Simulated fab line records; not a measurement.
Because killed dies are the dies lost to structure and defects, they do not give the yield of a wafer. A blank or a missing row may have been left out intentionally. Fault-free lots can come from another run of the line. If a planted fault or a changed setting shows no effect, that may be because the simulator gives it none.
2 desks looking at one fault ; flow n5Finfet ; each desk holds nothing but its own numbers, with what lay behind them at the end

## METROLOGY DESK
What the gauges read for every lot (on any tool): the sampled wafers with a number, averaged. The brackets show how far a lot's mean lies from the usual mean; more than 4 standard deviations puts the lot out of limits, marked OUT. Only the readings that lie furthest out on some lot appear, 7 of the 10 it has.
Columns: A = DIBL_N at N5_BEOL_M4_RC_MEAS_101, usual 37.0 mV/V; B = DIBL_P at N5_BEOL_M4_RC_MEAS_101, usual 37.0 mV/V; C = IOFF_P at N5_BEOL_M4_RC_MEAS_101, usual 0.22 nA/um; D = ION_N at N5_BEOL_M4_RC_MEAS_101, usual 679 uA/um; E = ION_P at N5_BEOL_M4_RC_MEAS_101, usual 465 uA/um; F = SS_N at N5_BEOL_M4_RC_MEAS_101, usual 71.7 mV/dec; G = VT_N at N5_BEOL_M4_RC_MEAS_101, usual 249 mV
lot;first seen here;A;B;C;D;E;F;G
L747;day 10 23:23;36.4;37.2;0.20;673;462;71.6;253
L748;day 11 15:25;38.4;38.3;0.22;688;468;72.4;250
L754;day 13 16:23;38.2;37.7;0.21;669;455;71.9;249
L757;day 15 05:56;37.0;36.2;0.24;682;472;71.8;249
L762;day 15 06:29;36.0;38.9;0.27;671;464;71.7;247
L764;day 15 07:17;36.5;37.0;0.23;675;464;71.9;250
L763;day 16 03:49;36.8;36.9;0.22;680;466;71.7;250
L765;day 16 07:55;35.2;35.2;0.18;675;459;71.0;250
L768;day 16 17:29;36.0;34.5;0.19;659;452;71.7;250
Result from this desk: across the 9 lots, nothing is out of limits.

## TOOL OWNER'S DESK, lithoTrack-05
The tool's own readings at N5_BEOL_M3_COAT_76 (time 60 s, resist thk 5 nm): means of the sampled wafers that have a number, for each lot that ran on this tool. The brackets show how far a lot's mean lies from the usual mean; more than 4 standard deviations puts the lot out of limits, marked OUT.
Columns: A = exhaustPa at N5_BEOL_M3_COAT_76, usual 45.1 Pa; B = spinSpeedRpm at N5_BEOL_M3_COAT_76, usual 1500.1 rpm
lot;first seen here;A;B
L747;day 9 05:40;45.6;1499.4
L748;day 9 12:32;45.0;1500.9
L754;day 10 23:43;45.2;1499.6
L757;day 12 20:11;43.7;1433.0 (-71) OUT
L762;day 12 20:53;46.2;1432.9 (-71) OUT
This desk finds L757, L762 out of limits, L757 being first, at day 12 20:11 (spinSpeedRpm at N5_BEOL_M3_COAT_76). Within limits: L747, L748, L754.

## PUT TOGETHER
On L757, L762, at day 12 20:11, an alarm was possible from the tool owner's desk.
Metrology desk: nothing out of limits seen.
The metrology desk holds a record of L757, L762, inside its limits.
Every lot named ran N5_BEOL_M3_COAT_76 on lithoTrack-05.

## WHAT HAD BEEN PUT IN BY THE SIMULATOR
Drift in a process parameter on lithoTrack-05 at N5_BEOL_M3_COAT_76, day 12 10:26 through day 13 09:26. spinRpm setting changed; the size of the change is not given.
Struck lots among those shown: L757, L762.
Time in hours from fault onset to the first out-of-limits reading at each desk: the tool owner's desk, 10.
